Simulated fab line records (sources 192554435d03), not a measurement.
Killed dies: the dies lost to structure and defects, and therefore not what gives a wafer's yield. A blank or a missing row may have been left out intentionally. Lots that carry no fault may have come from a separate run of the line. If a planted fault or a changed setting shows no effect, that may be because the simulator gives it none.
The tool behind it: which one? || flow n5Finfet || 24 lots, 72 wafers sampled, at 6 steps of a route of 1938

== WHAT EACH GAUGE READ, for each wafer ==
N5_BEOL_M6_CD_MEAS_28 targets a cd of 40 nm.
{"lot": "L074", "measured": "day 8 23:32", "on": "cdSem-03", "cdNm (nm)": "40.04 40.22 39.92"}
{"lot": "L075", "measured": "day 9 04:08", "on": "cdSem-02", "cdNm (nm)": "40.07 40.15 40.08"}
{"lot": "L076", "measured": "day 9 12:59", "on": "cdSem-03", "cdNm (nm)": "40.02 39.86 40.26"}
{"lot": "L077", "measured": "day 9 18:04", "on": "cdSem-01", "cdNm (nm)": "39.70 39.78 39.90"}
{"lot": "L078", "measured": "day 10 00:32", "on": "cdSem-03", "cdNm (nm)": "39.96 39.73 40.07"}
{"lot": "L079", "measured": "day 10 16:53", "on": "cdSem-01", "cdNm (nm)": "39.94 39.97 40.42"}
{"lot": "L081", "measured": "day 10 19:06", "on": "cdSem-03", "cdNm (nm)": "39.94 40.02 40.55"}
{"lot": "L080", "measured": "day 10 20:17", "on": "cdSem-03", "cdNm (nm)": "40.37 39.81 40.29"}
{"lot": "L082", "measured": "day 11 00:14", "on": "cdSem-02", "cdNm (nm)": "40.04 39.86 40.31"}
{"lot": "L083", "measured": "day 11 03:24", "on": "cdSem-02", "cdNm (nm)": "39.83 39.77 39.82"}
{"lot": "L084", "measured": "day 11 13:32", "on": "cdSem-03", "cdNm (nm)": "40.02 39.73 40.11"}
{"lot": "L085", "measured": "day 11 21:17", "on": "cdSem-01", "cdNm (nm)": "40.03 40.03 39.75"}
{"lot": "L086", "measured": "day 12 00:43", "on": "cdSem-01", "cdNm (nm)": "40.13 39.87 40.20"}
{"lot": "L087", "measured": "day 12 00:53", "on": "cdSem-03", "cdNm (nm)": "40.01 40.19 39.79"}
{"lot": "L089", "measured": "day 13 06:51", "on": "cdSem-01", "cdNm (nm)": "39.78 39.97 39.76"}
{"lot": "L088", "measured": "day 13 07:45", "on": "cdSem-03", "cdNm (nm)": "40.12 40.05 40.09"}
{"lot": "L090", "measured": "day 13 10:07", "on": "cdSem-02", "cdNm (nm)": "39.80 39.99 40.13"}
{"lot": "L093", "measured": "day 13 13:29", "on": "cdSem-03", "cdNm (nm)": "40.28 39.91 40.23"}
{"lot": "L091", "measured": "day 13 13:32", "on": "cdSem-01", "cdNm (nm)": "39.95 40.28 40.02"}
{"lot": "L096", "measured": "day 14 19:53", "on": "cdSem-01", "cdNm (nm)": "39.71 39.99 39.78"}
{"lot": "L092", "measured": "day 15 06:35", "on": "cdSem-03", "cdNm (nm)": "40.22 39.78 40.45"}
{"lot": "L095", "measured": "day 15 06:37", "on": "cdSem-02", "cdNm (nm)": "39.62 40.11 40.31"}
{"lot": "L094", "measured": "day 15 07:02", "on": "cdSem-01", "cdNm (nm)": "40.06 40.01 40.51"}
{"lot": "L097", "measured": "day 15 08:33", "on": "cdSem-03", "cdNm (nm)": "40.32 40.53 40.20"}

N5_BEOL_M6_RS_MEAS_57: the measuring method here is four-point-probe.
{"lot": "L074", "measured": "day 9 02:47", "on": "filmMetro-01", "M6_RS (ohm/sq)": "0.286 0.276 0.281"}
{"lot": "L075", "measured": "day 9 07:10", "on": "filmMetro-01", "M6_RS (ohm/sq)": "0.296 0.290 0.306"}
{"lot": "L076", "measured": "day 9 16:20", "on": "filmMetro-01", "M6_RS (ohm/sq)": "0.293 0.294 0.292"}
{"lot": "L077", "measured": "day 10 00:14", "on": "filmMetro-02", "M6_RS (ohm/sq)": "0.290 0.283 0.285"}
{"lot": "L078", "measured": "day 10 03:37", "on": "filmMetro-01", "M6_RS (ohm/sq)": "0.281 0.275 0.285"}
{"lot": "L079", "measured": "day 10 19:46", "on": "filmMetro-01", "M6_RS (ohm/sq)": "0.281 0.290 0.286"}
{"lot": "L081", "measured": "day 10 23:04", "on": "filmMetro-02", "M6_RS (ohm/sq)": "0.288 0.284 0.287"}
{"lot": "L080", "measured": "day 10 23:53", "on": "filmMetro-02", "M6_RS (ohm/sq)": "0.274 0.285 0.285"}
{"lot": "L082", "measured": "day 11 05:34", "on": "filmMetro-02", "M6_RS (ohm/sq)": "0.297 0.289 0.301"}
{"lot": "L083", "measured": "day 11 07:28", "on": "filmMetro-01", "M6_RS (ohm/sq)": "0.297 0.293 0.294"}
{"lot": "L084", "measured": "day 11 17:48", "on": "filmMetro-02", "M6_RS (ohm/sq)": "0.294 0.277 0.284"}
{"lot": "L085", "measured": "day 12 02:44", "on": "filmMetro-01", "M6_RS (ohm/sq)": "0.292 0.288 0.279"}
{"lot": "L086", "measured": "day 12 04:47", "on": "filmMetro-01", "M6_RS (ohm/sq)": "0.280 0.284 0.281"}
{"lot": "L087", "measured": "day 12 05:04", "on": "filmMetro-01", "M6_RS (ohm/sq)": "0.295 0.298 0.299"}
{"lot": "L089", "measured": "day 13 11:22", "on": "filmMetro-02", "M6_RS (ohm/sq)": "0.293 0.292 0.291"}
{"lot": "L088", "measured": "day 13 11:58", "on": "filmMetro-01", "M6_RS (ohm/sq)": "0.278 0.289 0.284"}
{"lot": "L090", "measured": "day 13 13:18", "on": "filmMetro-02", "M6_RS (ohm/sq)": "0.281 0.271 0.275"}
{"lot": "L093", "measured": "day 13 16:39", "on": "filmMetro-01", "M6_RS (ohm/sq)": "0.290 0.301 0.295"}
{"lot": "L091", "measured": "day 13 16:41", "on": "filmMetro-02", "M6_RS (ohm/sq)": "0.293 0.276 0.273"}
{"lot": "L096", "measured": "day 15 00:50", "on": "filmMetro-02", "M6_RS (ohm/sq)": "0.284 0.287 0.297"}
{"lot": "L092", "measured": "day 15 10:08", "on": "filmMetro-02", "M6_RS (ohm/sq)": "0.308 0.288 0.287"}
{"lot": "L095", "measured": "day 15 10:26", "on": "filmMetro-01", "M6_RS (ohm/sq)": "0.274 0.273 0.278"}
{"lot": "L094", "measured": "day 15 11:28", "on": "filmMetro-02", "M6_RS (ohm/sq)": "0.293 0.289 0.292"}
{"lot": "L097", "measured": "day 15 11:44", "on": "filmMetro-01", "M6_RS (ohm/sq)": "0.276 0.279 0.276"}

N5_BEOL_M6_INSPECT_58: inspects for defects (darkfield).
{"lot": "L074", "measured": "day 9 02:49", "on": "defectInspect-01", "rawDefectCount": "78 68 44"}
{"lot": "L075", "measured": "day 9 07:11", "on": "defectInspect-02", "rawDefectCount": "97 65 72"}
{"lot": "L076", "measured": "day 9 16:22", "on": "defectInspect-02", "rawDefectCount": "109 133 129"}
{"lot": "L077", "measured": "day 10 00:16", "on": "defectInspect-01", "rawDefectCount": "75 43 64"}
{"lot": "L078", "measured": "day 10 03:46", "on": "defectInspect-01", "rawDefectCount": "77 52 127"}
{"lot": "L079", "measured": "day 10 19:47", "on": "defectInspect-01", "rawDefectCount": "45 46 53"}
{"lot": "L081", "measured": "day 10 23:05", "on": "defectInspect-01", "rawDefectCount": "70 66 42"}
{"lot": "L080", "measured": "day 10 23:55", "on": "defectInspect-01", "rawDefectCount": "54 75 75"}
{"lot": "L082", "measured": "day 11 05:36", "on": "defectInspect-02", "rawDefectCount": "67 91 99"}
{"lot": "L083", "measured": "day 11 07:29", "on": "defectInspect-02", "rawDefectCount": "174 114 101"}
{"lot": "L084", "measured": "day 11 17:49", "on": "defectInspect-02", "rawDefectCount": "84 124 133"}
{"lot": "L085", "measured": "day 12 02:46", "on": "defectInspect-02", "rawDefectCount": "98 97 79"}
{"lot": "L086", "measured": "day 12 04:49", "on": "defectInspect-01", "rawDefectCount": "83 47 50"}
{"lot": "L087", "measured": "day 12 05:05", "on": "defectInspect-02", "rawDefectCount": "56 43 54"}
{"lot": "L089", "measured": "day 13 11:23", "on": "defectInspect-01", "rawDefectCount": "85 94 124"}
{"lot": "L088", "measured": "day 13 12:00", "on": "defectInspect-01", "rawDefectCount": "91 89 89"}
{"lot": "L090", "measured": "day 13 13:20", "on": "defectInspect-01", "rawDefectCount": "37 42 47"}
{"lot": "L093", "measured": "day 13 16:41", "on": "defectInspect-01", "rawDefectCount": "44 37 69"}
{"lot": "L091", "measured": "day 13 16:43", "on": "defectInspect-01", "rawDefectCount": "48 36 98"}
{"lot": "L096", "measured": "day 15 00:52", "on": "defectInspect-02", "rawDefectCount": "55 49 76"}
{"lot": "L092", "measured": "day 15 10:10", "on": "defectInspect-02", "rawDefectCount": "64 88 54"}
{"lot": "L095", "measured": "day 15 10:27", "on": "defectInspect-02", "rawDefectCount": "78 55 110"}
{"lot": "L094", "measured": "day 15 11:29", "on": "defectInspect-01", "rawDefectCount": "73 62 63"}
{"lot": "L097", "measured": "day 15 11:46", "on": "defectInspect-02", "rawDefectCount": "114 77 97"}

N5_BEOL_M7_OVL_MEAS_12.
{"lot": "L074", "measured": "day 9 05:20", "on": "overlay-02", "M7_OVL (nm)": "1.1 1.3 0.8"}
{"lot": "L075", "measured": "day 9 09:24", "on": "overlay-02", "M7_OVL (nm)": "0.1 1.0 0.3"}
{"lot": "L076", "measured": "day 9 18:34", "on": "overlay-02", "M7_OVL (nm)": "0.4 0.0 0.9"}
{"lot": "L077", "measured": "day 10 02:06", "on": "overlay-02", "M7_OVL (nm)": "0.8 -0.4 -0.6"}
{"lot": "L078", "measured": "day 10 05:43", "on": "overlay-02", "M7_OVL (nm)": "0.6 -0.1 1.9"}
{"lot": "L079", "measured": "day 10 22:08", "on": "overlay-02", "M7_OVL (nm)": "1.1 2.1 1.5"}
{"lot": "L081", "measured": "day 11 01:34", "on": "overlay-02", "M7_OVL (nm)": "-0.2 0.0 -0.8"}
{"lot": "L080", "measured": "day 11 01:37", "on": "overlay-02", "M7_OVL (nm)": "-0.5 -0.2 0.2"}
{"lot": "L082", "measured": "day 11 09:25", "on": "overlay-02", "M7_OVL (nm)": "1.8 1.0 1.0"}
{"lot": "L083", "measured": "day 11 10:23", "on": "overlay-02", "M7_OVL (nm)": "2.4 1.4 1.5"}
{"lot": "L084", "measured": "day 11 19:41", "on": "overlay-01", "M7_OVL (nm)": "0.6 0.9 0.8"}
{"lot": "L085", "measured": "day 12 04:38", "on": "overlay-02", "M7_OVL (nm)": "2.0 1.1 1.9"}
{"lot": "L086", "measured": "day 12 07:16", "on": "overlay-01", "M7_OVL (nm)": "0.9 0.3 1.0"}
{"lot": "L087", "measured": "day 12 07:29", "on": "overlay-02", "M7_OVL (nm)": "0.2 0.2 1.5"}
{"lot": "L089", "measured": "day 13 12:41", "on": "overlay-02", "M7_OVL (nm)": "-0.2 -0.1 -0.5"}
{"lot": "L088", "measured": "day 13 14:38", "on": "overlay-01", "M7_OVL (nm)": "-0.3 0.2 1.1"}
{"lot": "L090", "measured": "day 13 15:03", "on": "overlay-01", "M7_OVL (nm)": "0.2 0.8 0.0"}
{"lot": "L093", "measured": "day 13 17:57", "on": "overlay-02", "M7_OVL (nm)": "0.8 -0.1 1.1"}
{"lot": "L091", "measured": "day 13 19:43", "on": "overlay-02", "M7_OVL (nm)": "1.2 1.0 1.5"}
{"lot": "L096", "measured": "day 15 02:28", "on": "overlay-02", "M7_OVL (nm)": "1.1 -0.2 -0.7"}
{"lot": "L092", "measured": "day 15 12:40", "on": "overlay-01", "M7_OVL (nm)": "-1.2 -0.5 -0.2"}
{"lot": "L095", "measured": "day 15 13:35", "on": "overlay-02", "M7_OVL (nm)": "0.2 0.5 1.0"}
{"lot": "L094", "measured": "day 15 14:06", "on": "overlay-02", "M7_OVL (nm)": "-0.7 0.0 0.6"}
{"lot": "L097", "measured": "day 15 14:20", "on": "overlay-01", "M7_OVL (nm)": "-0.1 0.9 1.4"}

== TOOL THAT RAN EACH LOT (tool first, then ch and the chambers of the sampled wafers, then the start) ==
{"lot": "L074", "N5_BEOL_M6_ANNEAL_51": "rtpAnneal-01 ch 0, day 9 02:09", "N5_BEOL_M7_ILD_DEP_00": "pecvd-01 ch 0,1, day 9 02:50"}
{"lot": "L075", "N5_BEOL_M6_ANNEAL_51": "rtpAnneal-02 ch 0, day 9 06:26", "N5_BEOL_M7_ILD_DEP_00": "pecvd-03 ch 0,1,2, day 9 07:13"}
{"lot": "L076", "N5_BEOL_M6_ANNEAL_51": "rtpAnneal-02 ch 0, day 9 15:43", "N5_BEOL_M7_ILD_DEP_00": "pecvd-01 ch 0,2, day 9 16:25"}
{"lot": "L077", "N5_BEOL_M6_ANNEAL_51": "rtpAnneal-02 ch 0, day 9 23:30", "N5_BEOL_M7_ILD_DEP_00": "pecvd-02 ch 1,2, day 10 00:18"}
{"lot": "L078", "N5_BEOL_M6_ANNEAL_51": "rtpAnneal-02 ch 0, day 10 02:57", "N5_BEOL_M7_ILD_DEP_00": "pecvd-02 ch 1,2, day 10 03:51"}
{"lot": "L079", "N5_BEOL_M6_ANNEAL_51": "rtpAnneal-02 ch 0, day 10 19:04", "N5_BEOL_M7_ILD_DEP_00": "pecvd-01 ch 0,2, day 10 19:49"}
{"lot": "L081", "N5_BEOL_M6_ANNEAL_51": "rtpAnneal-02 ch 0, day 10 22:19", "N5_BEOL_M7_ILD_DEP_00": "pecvd-02 ch 0,2, day 10 23:07"}
{"lot": "L080", "N5_BEOL_M6_ANNEAL_51": "rtpAnneal-02 ch 0, day 10 23:07", "N5_BEOL_M7_ILD_DEP_00": "pecvd-03 ch 0,1,2, day 10 23:56"}
{"lot": "L082", "N5_BEOL_M6_ANNEAL_51": "rtpAnneal-01 ch 0, day 11 04:49", "N5_BEOL_M7_ILD_DEP_00": "pecvd-02 ch 0,1,2, day 11 05:39"}
{"lot": "L083", "N5_BEOL_M6_ANNEAL_51": "rtpAnneal-02 ch 0, day 11 06:48", "N5_BEOL_M7_ILD_DEP_00": "pecvd-03 ch 0,1, day 11 07:32"}
{"lot": "L084", "N5_BEOL_M6_ANNEAL_51": "rtpAnneal-01 ch 0, day 11 16:48", "N5_BEOL_M7_ILD_DEP_00": "pecvd-01 ch 0,1,2, day 11 17:52"}
{"lot": "L085", "N5_BEOL_M6_ANNEAL_51": "rtpAnneal-01 ch 0, day 12 01:50", "N5_BEOL_M7_ILD_DEP_00": "pecvd-03 ch 1,2, day 12 02:47"}
{"lot": "L086", "N5_BEOL_M6_ANNEAL_51": "rtpAnneal-02 ch 0, day 12 04:02", "N5_BEOL_M7_ILD_DEP_00": "pecvd-01 ch 0,1,2, day 12 04:51"}
{"lot": "L087", "N5_BEOL_M6_ANNEAL_51": "rtpAnneal-02 ch 0, day 12 04:18", "N5_BEOL_M7_ILD_DEP_00": "pecvd-01 ch 0,1, day 12 05:08"}
{"lot": "L089", "N5_BEOL_M6_ANNEAL_51": "rtpAnneal-01 ch 0, day 13 10:41", "N5_BEOL_M7_ILD_DEP_00": "pecvd-01 ch 0,1,2, day 13 11:25"}
{"lot": "L088", "N5_BEOL_M6_ANNEAL_51": "rtpAnneal-01 ch 0, day 13 11:14", "N5_BEOL_M7_ILD_DEP_00": "pecvd-02 ch 0,2, day 13 12:02"}
{"lot": "L090", "N5_BEOL_M6_ANNEAL_51": "rtpAnneal-01 ch 0, day 13 12:37", "N5_BEOL_M7_ILD_DEP_00": "pecvd-01 ch 0,1, day 13 13:22"}
{"lot": "L093", "N5_BEOL_M6_ANNEAL_51": "rtpAnneal-02 ch 0, day 13 15:56", "N5_BEOL_M7_ILD_DEP_00": "pecvd-01 ch 0,1, day 13 16:43"}
{"lot": "L091", "N5_BEOL_M6_ANNEAL_51": "rtpAnneal-01 ch 0, day 13 16:00", "N5_BEOL_M7_ILD_DEP_00": "pecvd-02 ch 0,2, day 13 16:46"}
{"lot": "L096", "N5_BEOL_M6_ANNEAL_51": "rtpAnneal-02 ch 0, day 15 00:08", "N5_BEOL_M7_ILD_DEP_00": "pecvd-01 ch 1,2, day 15 00:53"}
{"lot": "L092", "N5_BEOL_M6_ANNEAL_51": "rtpAnneal-02 ch 0, day 15 09:25", "N5_BEOL_M7_ILD_DEP_00": "pecvd-03 ch 1,2, day 15 10:13"}
{"lot": "L095", "N5_BEOL_M6_ANNEAL_51": "rtpAnneal-02 ch 0, day 15 09:44", "N5_BEOL_M7_ILD_DEP_00": "pecvd-02 ch 1,2, day 15 10:29"}
{"lot": "L094", "N5_BEOL_M6_ANNEAL_51": "rtpAnneal-01 ch 0, day 15 10:50", "N5_BEOL_M7_ILD_DEP_00": "pecvd-03 ch 0,1,2, day 15 11:32"}
{"lot": "L097", "N5_BEOL_M6_ANNEAL_51": "rtpAnneal-01 ch 0, day 15 11:04", "N5_BEOL_M7_ILD_DEP_00": "pecvd-01 ch 0,1, day 15 11:48"}
- N5_BEOL_M6_ANNEAL_51: time 90 s.
- N5_BEOL_M7_ILD_DEP_00: deposits SiCOH lowk from DEMS/porogen, target thk 179.75 nm, time 33.4 s.

== WHAT THE TOOLS THEMSELVES READ (means of the sampled wafers that have a number; where no wafer has one, the mark that the record gives instead) ==
N5_BEOL_M6_ANNEAL_51.
{"lot": "L074", "tool": "rtpAnneal-01", "wafer_temp_C_max": 226.21}
{"lot": "L075", "tool": "rtpAnneal-02", "wafer_temp_C_max": 225.51}
{"lot": "L076", "tool": "rtpAnneal-02", "wafer_temp_C_max": 225.78}
{"lot": "L077", "tool": "rtpAnneal-02", "wafer_temp_C_max": 225.64}
{"lot": "L078", "tool": "rtpAnneal-02", "wafer_temp_C_max": 225.91}
{"lot": "L079", "tool": "rtpAnneal-02", "wafer_temp_C_max": 225.73}
{"lot": "L081", "tool": "rtpAnneal-02", "wafer_temp_C_max": 225.75}
{"lot": "L080", "tool": "rtpAnneal-02", "wafer_temp_C_max": 225.62}
{"lot": "L082", "tool": "rtpAnneal-01", "wafer_temp_C_max": 226.09}
{"lot": "L083", "tool": "rtpAnneal-02", "wafer_temp_C_max": 225.82}
{"lot": "L084", "tool": "rtpAnneal-01", "wafer_temp_C_max": 226.10}
{"lot": "L085", "tool": "rtpAnneal-01", "wafer_temp_C_max": 226.08}
{"lot": "L086", "tool": "rtpAnneal-02", "wafer_temp_C_max": 225.81}
{"lot": "L087", "tool": "rtpAnneal-02", "wafer_temp_C_max": 225.82}
{"lot": "L089", "tool": "rtpAnneal-01", "wafer_temp_C_max": 225.84}
{"lot": "L088", "tool": "rtpAnneal-01", "wafer_temp_C_max": 226.21}
{"lot": "L090", "tool": "rtpAnneal-01", "wafer_temp_C_max": 226.30}
{"lot": "L093", "tool": "rtpAnneal-02", "wafer_temp_C_max": 225.57}
{"lot": "L091", "tool": "rtpAnneal-01", "wafer_temp_C_max": 225.75}
{"lot": "L096", "tool": "rtpAnneal-02", "wafer_temp_C_max": 225.88}
{"lot": "L092", "tool": "rtpAnneal-02", "wafer_temp_C_max": 225.65}
{"lot": "L095", "tool": "rtpAnneal-02", "wafer_temp_C_max": 225.74}
{"lot": "L094", "tool": "rtpAnneal-01", "wafer_temp_C_max": 226.09}
{"lot": "L097", "tool": "rtpAnneal-01", "wafer_temp_C_max": 225.84}

N5_BEOL_M7_ILD_DEP_00.
{"lot": "L074", "tool": "pecvd-01", "heaterPowerW (W)": 339, "rfFwdPowerW (W)": 495.7, "showerheadPlenumPTorr (Torr)": 5.744, "showerheadVppV (V)": 1343, "throttleValvePct (%)": 14.0}
{"lot": "L075", "tool": "pecvd-03", "heaterPowerW (W)": 326, "rfFwdPowerW (W)": 494.0, "showerheadPlenumPTorr (Torr)": 5.741, "showerheadVppV (V)": 1458, "throttleValvePct (%)": 14.0}
{"lot": "L076", "tool": "pecvd-01", "heaterPowerW (W)": 269, "rfFwdPowerW (W)": 494.5, "showerheadPlenumPTorr (Torr)": 5.745, "showerheadVppV (V)": 1373, "throttleValvePct (%)": 13.3}
{"lot": "L077", "tool": "pecvd-02", "heaterPowerW (W)": 243, "rfFwdPowerW (W)": 495.6, "showerheadPlenumPTorr (Torr)": 5.723, "showerheadVppV (V)": 1389, "throttleValvePct (%)": 13.5}
{"lot": "L078", "tool": "pecvd-02", "heaterPowerW (W)": 287, "rfFwdPowerW (W)": 498.1, "showerheadPlenumPTorr (Torr)": 5.737, "showerheadVppV (V)": 1352, "throttleValvePct (%)": 12.9}
{"lot": "L079", "tool": "pecvd-01", "heaterPowerW (W)": 274, "rfFwdPowerW (W)": 495.2, "showerheadPlenumPTorr (Torr)": 5.756, "showerheadVppV (V)": 1364, "throttleValvePct (%)": 13.3}
{"lot": "L081", "tool": "pecvd-02", "heaterPowerW (W)": 290, "rfFwdPowerW (W)": 498.0, "showerheadPlenumPTorr (Torr)": 5.744, "showerheadVppV (V)": 1361, "throttleValvePct (%)": 13.0}
{"lot": "L080", "tool": "pecvd-03", "heaterPowerW (W)": 284, "rfFwdPowerW (W)": 495.8, "showerheadPlenumPTorr (Torr)": 5.737, "showerheadVppV (V)": 1451, "throttleValvePct (%)": 13.3}
{"lot": "L082", "tool": "pecvd-02", "heaterPowerW (W)": 256, "rfFwdPowerW (W)": 496.1, "showerheadPlenumPTorr (Torr)": 5.732, "showerheadVppV (V)": 1412, "throttleValvePct (%)": 13.7}
{"lot": "L083", "tool": "pecvd-03", "heaterPowerW (W)": 319, "rfFwdPowerW (W)": 496.7, "showerheadPlenumPTorr (Torr)": 5.730, "showerheadVppV (V)": 1447, "throttleValvePct (%)": 13.5}
{"lot": "L084", "tool": "pecvd-01", "heaterPowerW (W)": 329, "rfFwdPowerW (W)": 494.2, "showerheadPlenumPTorr (Torr)": 5.739, "showerheadVppV (V)": 1343, "throttleValvePct (%)": 13.7}
{"lot": "L085", "tool": "pecvd-03", "heaterPowerW (W)": 296, "rfFwdPowerW (W)": 497.6, "showerheadPlenumPTorr (Torr)": 5.732, "showerheadVppV (V)": 1450, "throttleValvePct (%)": 13.1}
{"lot": "L086", "tool": "pecvd-01", "heaterPowerW (W)": 310, "rfFwdPowerW (W)": 494.5, "showerheadPlenumPTorr (Torr)": 5.745, "showerheadVppV (V)": 1348, "throttleValvePct (%)": 13.8}
{"lot": "L087", "tool": "pecvd-01", "heaterPowerW (W)": 320, "rfFwdPowerW (W)": 496.0, "showerheadPlenumPTorr (Torr)": 5.749, "showerheadVppV (V)": 1336, "throttleValvePct (%)": 14.0}
{"lot": "L089", "tool": "pecvd-01", "heaterPowerW (W)": 300, "rfFwdPowerW (W)": 495.0, "showerheadPlenumPTorr (Torr)": 5.746, "showerheadVppV (V)": 1365, "throttleValvePct (%)": 13.6}
{"lot": "L088", "tool": "pecvd-02", "heaterPowerW (W)": 263, "rfFwdPowerW (W)": 495.0, "showerheadPlenumPTorr (Torr)": 5.755, "showerheadVppV (V)": 1362, "throttleValvePct (%)": 13.3}
{"lot": "L090", "tool": "pecvd-01", "heaterPowerW (W)": 308, "rfFwdPowerW (W)": 494.6, "showerheadPlenumPTorr (Torr)": 5.736, "showerheadVppV (V)": 1335, "throttleValvePct (%)": 13.9}
{"lot": "L093", "tool": "pecvd-01", "heaterPowerW (W)": 380, "rfFwdPowerW (W)": 494.4, "showerheadPlenumPTorr (Torr)": 5.747, "showerheadVppV (V)": 1323, "throttleValvePct (%)": 14.2}
{"lot": "L091", "tool": "pecvd-02", "heaterPowerW (W)": 287, "rfFwdPowerW (W)": 497.3, "showerheadPlenumPTorr (Torr)": 5.745, "showerheadVppV (V)": 1426, "throttleValvePct (%)": 13.8}
{"lot": "L096", "tool": "pecvd-01", "heaterPowerW (W)": 351, "rfFwdPowerW (W)": 494.5, "showerheadPlenumPTorr (Torr)": 5.741, "showerheadVppV (V)": 1340, "throttleValvePct (%)": 14.0}
{"lot": "L092", "tool": "pecvd-03", "heaterPowerW (W)": 285, "rfFwdPowerW (W)": 495.1, "showerheadPlenumPTorr (Torr)": 5.732, "showerheadVppV (V)": 1469, "throttleValvePct (%)": 13.2}
{"lot": "L095", "tool": "pecvd-02", "heaterPowerW (W)": 237, "rfFwdPowerW (W)": 496.3, "showerheadPlenumPTorr (Torr)": 5.729, "showerheadVppV (V)": 1378, "throttleValvePct (%)": 13.4}
{"lot": "L094", "tool": "pecvd-03", "heaterPowerW (W)": 314, "rfFwdPowerW (W)": 495.7, "showerheadPlenumPTorr (Torr)": 5.741, "showerheadVppV (V)": 1465, "throttleValvePct (%)": 13.5}
{"lot": "L097", "tool": "pecvd-01", "heaterPowerW (W)": 332, "rfFwdPowerW (W)": 496.2, "showerheadPlenumPTorr (Torr)": 5.745, "showerheadVppV (V)": 1331, "throttleValvePct (%)": 14.2}

== THE ANSWER, worked out from the rows above alone ==
Rule: the usual values come from the lots themselves. The widest of any qualifying gaps counts: lots, ordered by their means at a reading, are off when they make up no more than a third of the lots, leave a main group of 4 or more, and stand apart from it by 3 or more times the standard deviation of that group's means. A main group is skipped when, at the precision printed for the reading in the tables above, its means are all equal. A lot without any number at a reading at which 4 lots or more have one is off too. Any other lot the step has rows for is counted as sound. After the gauges, taken in route order, come the tools' own readings; for these a lot's mean is taken, as printed above. At the first step where some lot is off, the reading lying furthest off is the one used; lots without a number count as furthest.
Nothing can be told from this: no lot is off at any reading shown.

== WHAT THE SIMULATOR HAD PUT IN ==
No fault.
